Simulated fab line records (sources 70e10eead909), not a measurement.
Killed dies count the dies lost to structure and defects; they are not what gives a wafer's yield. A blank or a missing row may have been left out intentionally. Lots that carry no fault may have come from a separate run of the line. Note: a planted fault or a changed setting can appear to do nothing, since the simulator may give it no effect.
Comparing a struck lot with a sound one :: flow nand-harc :: 11 steps out of a route of 1302
Sound: these wafers, L263.1, L263.3, L263.4. Wafers L270.3, L270.5, L270.6 were the ones struck. The cause comes at the end.
Per side, at each step with rows, come the tool, then ch with its chambers, and then its first start. Under that, the readings that differ: sound wafers :: struck wafers :: difference of the means :: sigmas: that difference in standard deviations of wafers without a fault.
alike: same words and numbers on both sides, and readings whose means sit less than 2 such deviations apart. not compared: any withheld reading, any reading some wafer has no value for, any bound like >300 that may hide the same value, and any number with overlapping values for which the record gives no deviation.
The two part at a step that has a row with sigmas, a row that says differs or no value, or rows on one side only. When numbers do not overlap yet have no deviation, they are printed without sigmas and do not part them. Lack of a reading on every wafer of one side parts them only where that side has two or more wafers.

first, 1 step without rows for these wafers: NHARC_A_WL_FILL_CVD_23 (deposits poly-Si, target thk 40 nm, time 800 s).
NHARC_A_WL_FILL_ETCHBACK_26: etches the open film in HBr, target depth 52 nm, time 13.3 s.
  sound on rie-si-05 ch 0,1,3, day 21 23:52; struck on rie-si-04 ch 0,2,3, day 24 17:16
  alike: drypump-motor-current-A, oes-product-au, throttle-valve-pct
  not compared: rf-hours-counter-h
then, 2 steps without rows for these wafers: NHARC_A_WL_FILL_PRECLEAN_30 (cleans in dHF, time 10 s); NHARC_A_WL_FILL_SRD_14.
NHARC_A_WL_FILL_ALD_19: deposits TiN, target thk 2 nm, pulse time 3 s, ald cycles 100.
  sound on ald-metal-04 ch 0,1,3, day 22 00:08; struck on ald-metal-04 ch 0,1,3, day 24 17:41
  alike: heater-power-w, precursor-pulse-height-rel
NHARC_A_WL_FILL_CVD_20: deposits W, target thk 100 nm, time 74 s.
  sound: cvd-w-02 ch 0,1; struck: cvd-w-01 ch 0,1
  alike: chamber-pressure-Torr, heater-power-w, mfc-ar-sccm, throttle-valve-pct
NHARC_A_WL_FILL_CMP_12: polishes, t overpolish 30 s, target thk 100 nm.
  sound on cmp-04 ch 0,1,2, day 22 00:38; struck on cmp-01 ch 1,2, day 24 18:03
  alike: motor-current-A, overpolish-run-s, slurry-flow-ml-min, time-to-endpoint-s
then, 1 step without rows for these wafers: NHARC_A_WL_FILL_SRD_31.
NHARC_A_WL_FILL_INSPECT_15:
  struck on defect-inspect-01, day 24 18:31; sound on defect-inspect-01, day 22 01:07
reading: raw-defect-count
sound: 741 568 490
struck: 303 255 363
difference: -293
sigmas: -2
NHARC_A_CONTACT_DEP_24: deposits SiO2, target thk 500 nm.
  sound on pecvd-01 ch 0,2, day 22 01:26; struck on pecvd-04 ch 1,2, day 24 18:52
reading: mfc-precursor-sccm (sccm)
sound: 162.0 162.4 162.0
struck: 173.0 173.4 173.5
difference: +11.2
sigmas: +27

reading: throttle-valve-pct (%)
sound: 14.6 15.4 15.7
struck: 17.3 16.3 16.9
difference: +1.6
sigmas: +2
  alike: chamber-pressure-Torr, heater-power-w
NHARC_END_SORT_01:
  the record has rows for the sound wafers here (prober-02 ch 0, day 25 05:53) and none for the struck ones

## WHERE THEY PART
Last at NHARC_END_SORT_01 as far as this record goes, first at NHARC_A_WL_FILL_INSPECT_15.

WHY: whatever the simulator had introduced
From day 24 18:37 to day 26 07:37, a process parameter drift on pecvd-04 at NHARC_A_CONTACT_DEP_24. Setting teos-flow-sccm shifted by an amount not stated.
